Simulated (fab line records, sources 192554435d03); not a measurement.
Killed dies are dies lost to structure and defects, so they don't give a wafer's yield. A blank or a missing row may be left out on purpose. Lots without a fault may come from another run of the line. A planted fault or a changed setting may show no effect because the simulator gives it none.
Chamber matching | flow n5_finfet | N5_BEOL_M6_STRIP_19 on rie_diel-06: 4 sister chambers
The step strips in O2. 24 wafers are shown with their chamber, then 12 later ones without.

WAFERS WITH THEIR CHAMBER
wafer  | chamber | throttle_valve_pct (%) | showerhead_plenum_p_Torr (Torr) | oes_product_au (a.u.)
L074.3 | 1       | 16.87                  | 2.18                            | 0.69
L074.5 | 3       | 16.81                  | 2.13                            | 0.82
L074.6 | 0       | 17.08                  | 2.09                            | 0.70
L075.3 | 3       | 16.82                  | 2.13                            | 0.83
L075.4 | 0       | 17.07                  | 2.09                            | 0.70
L075.6 | 0       | 17.08                  | 2.09                            | 0.70
L080.1 | 0       | 17.09                  | 2.08                            | 0.69
L080.2 | 1       | 16.89                  | 2.17                            | 0.68
L080.4 | 2       | 16.56                  | 2.09                            | 0.76
L079.1 | 2       | 16.54                  | 2.09                            | 0.77
L079.3 | 1       | 16.93                  | 2.17                            | 0.68
L079.5 | 2       | 16.56                  | 2.09                            | 0.77
L082.1 | 2       | 16.55                  | 2.09                            | 0.75
L082.2 | 0       | 17.11                  | 2.08                            | 0.70
L082.3 | 1       | 16.88                  | 2.17                            | 0.68
L086.2 | 2       | 16.55                  | 2.09                            | 0.76
L086.3 | 1       | 16.91                  | 2.17                            | 0.68
L086.5 | 1       | 16.92                  | 2.17                            | 0.67
L085.2 | 3       | 16.85                  | 2.12                            | 0.81
L085.4 | 0       | 17.12                  | 2.08                            | 0.69
L085.5 | 2       | 16.56                  | 2.09                            | 0.75
L087.3 | 3       | 16.85                  | 2.12                            | 0.80
L087.4 | 0       | 17.14                  | 2.08                            | 0.68
L087.5 | 3       | 16.84                  | 2.12                            | 0.80

SIGNATURES (means of the wafers above)
reading                  | chamber 0 | chamber 1 | chamber 2 | chamber 3 | scatter within a chamber
throttle_valve_pct       | 17.0986   | 16.9000   | 16.5533   | 16.8340   | 0.0204
showerhead_plenum_p_Torr | 2.0843    | 2.1717    | 2.0900    | 2.1240    | 0.00433
oes_product_au           | 0.6943    | 0.6800    | 0.7600    | 0.8120    | 0.00909
Rule: a wafer's distance from a chamber is the root of the sum, over the readings, of the square of ((its reading less the chamber's mean) divided by the reading's scatter). The wafer belongs to the nearest chamber; if the next one is less than 2 further off, it can't be placed. The scatter: the root of (the sum of the squares of (reading less its chamber's mean) over the shown wafers, divided by (wafers less chambers)).

WAFERS WITHOUT THEIR CHAMBER
wafer  | throttle_valve_pct (%) | showerhead_plenum_p_Torr (Torr) | oes_product_au (a.u.)
L088.1 | 17.12                  | 2.07                            | 0.68
L088.3 | 16.85                  | 2.12                            | 0.79
L088.5 | 16.57                  | 2.08                            | 0.75
L089.1 | 16.93                  | 2.16                            | 0.67
L089.5 | 17.13                  | 2.07                            | 0.68
L089.6 | 16.94                  | 2.16                            | 0.67
L090.2 | 16.87                  | 2.12                            | 0.80
L090.5 | 16.86                  | 2.12                            | 0.79
L090.6 | 16.61                  | 2.08                            | 0.74
L096.2 | 17.15                  | 2.07                            | 0.66
L096.4 | 16.62                  | 2.08                            | 0.73
L096.5 | 17.17                  | 2.07                            | 0.66

WHICH CHAMBER EACH WENT THROUGH
wafer  | from the rows above | in truth
L088.1 | 0                   | 0
L088.3 | 3                   | 3
L088.5 | 2                   | 2
L089.1 | 1                   | 1
L089.5 | 0                   | 0
L089.6 | 1                   | 1
L090.2 | 3                   | 3
L090.5 | 3                   | 3
L090.6 | 2                   | 2
L096.2 | 0                   | 0
L096.4 | 2                   | 2
L096.5 | 0                   | 0
Placed correctly: 12 of 12. Can't be placed from these rows: 0. Placed wrongly: 0.
